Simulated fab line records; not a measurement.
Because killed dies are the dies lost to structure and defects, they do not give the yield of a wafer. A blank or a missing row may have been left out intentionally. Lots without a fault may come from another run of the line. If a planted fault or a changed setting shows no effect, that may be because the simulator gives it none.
8D (eight disciplines) problem report, filled in by code -- flow n5-finfet -- the parts of the form that need people (team, actions taken, sign-off) are left out

== 1. THE ISSUE ==
Wafers without a fault read 150.0 W, standard deviation 0.42; bias-w at N5_BEOL_M15_ETCH_61 reads a mean of 159.4 W on 2 wafers belonging to 2 lots. Measured from the usual mean, that is +22 standard deviations.
The step: etches BARC in N2/H2, target depth 89 nm, overetch 26.7 nm, time 67.9 s.
Earliest sighting: wafer L828.1 on rie-diel-06 at day 13 13:32. The record has a number at this step for 30 wafers belonging to 10 lots. The rule behind "out" and "out of limits": a value lying over 4 standard deviations away from the usual mean. All remaining wafers that have a number are taken as sound.

== 2. WHAT IT IS AND WHAT IT IS NOT ==
question,is,is not
which readings at this step,"bias-w, rf-vpp-V","drypump-motor-current-A, oes-product-au"
which lots,"L828, L830","L822, L825, L834, L836, L838, L840, L841, L842"
which wafers of those lots,"L828.1, L830.3","L828.4, L828.5, L830.2, L830.4"
read on which tools,rie-diel-06,"rie-diel-01, rie-diel-03"
when,from day 13 13:32,"up to then (8 sound wafers); but 20 sound wafers of L830, L834, L836, L838, L840, L841, L842 came after"

== 3. THE SUSPECTS, EACH WITH WHAT RULES IT OUT ==
Counting: a tool at a process step up to the reading stays a suspect if it ran every lot that is out. Sound lots after the first of them don't rule it out here, since some wafers of a struck lot are sound.
- rie-diel-06 at N5_BEOL_M15_DESCUM_33 (chemistry O2, time 7.9 s): kept. It ran every lot that is out, first L828 (day 13 13:30); its last sound lot up to then is L822 (day 12 00:39).
- rie-diel-06 at N5_BEOL_M15_ETCH_61 (etches BARC in N2/H2, target depth 89 nm, overetch 26.7 nm, time 67.9 s): kept. It ran every lot that is out, first L828 (day 13 13:32); its last sound lot up to then is L822 (day 12 00:41). Its own bias-w, rf-vpp-V readings are out on those wafers.
- rie-diel-06, N5_BEOL_M15_DESCUM_33: wafers that are out in chamber 2, sound lot-mates in chambers 0, 1, 3.
- rie-diel-06, N5_BEOL_M15_ETCH_61: wafers that are out in chamber 2, sound lot-mates in chambers 0, 1, 3.
What counting leaves: rie-diel-06 at N5_BEOL_M15_DESCUM_33 and rie-diel-06 at N5_BEOL_M15_ETCH_61.

== 4. THE CAUSE (what the simulator had put in) ==
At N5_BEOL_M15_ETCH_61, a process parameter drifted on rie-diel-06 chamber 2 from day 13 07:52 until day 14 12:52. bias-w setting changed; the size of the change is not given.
Counting left 2 suspects, and this tool is among them.

== 5. THE CHAIN OF EFFECTS, in route order ==
Rows list readings where the struck wafers' mean (over those with a number) sits beyond 3 standard deviations from the usual. Only readings for which the record gives a usual standard deviation are gone through. hours: the time from each lot's start at the first step in this table that gives one to its start at this step, as a median over the lots. sigmas: the change in usual standard deviations.
hours,step,reading,usual,on struck wafers,change,sigmas
0,N5_BEOL_M15_ETCH_61,bias-w,150.0 W,159.4,+9.4,+22
0,N5_BEOL_M15_ETCH_61,rf-vpp-V,525.2 V,540.4,+15.2,+6.3
The process steps in it:
- N5_BEOL_M15_ETCH_61: etches BARC in N2/H2, target depth 89 nm, overetch 26.7 nm, time 67.9 s.

== 6. WHAT WOULD HAVE CAUGHT IT SOONER ==
In this record the first reading out of limits was taken at day 13 13:32, 6 hours after the fault began at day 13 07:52.
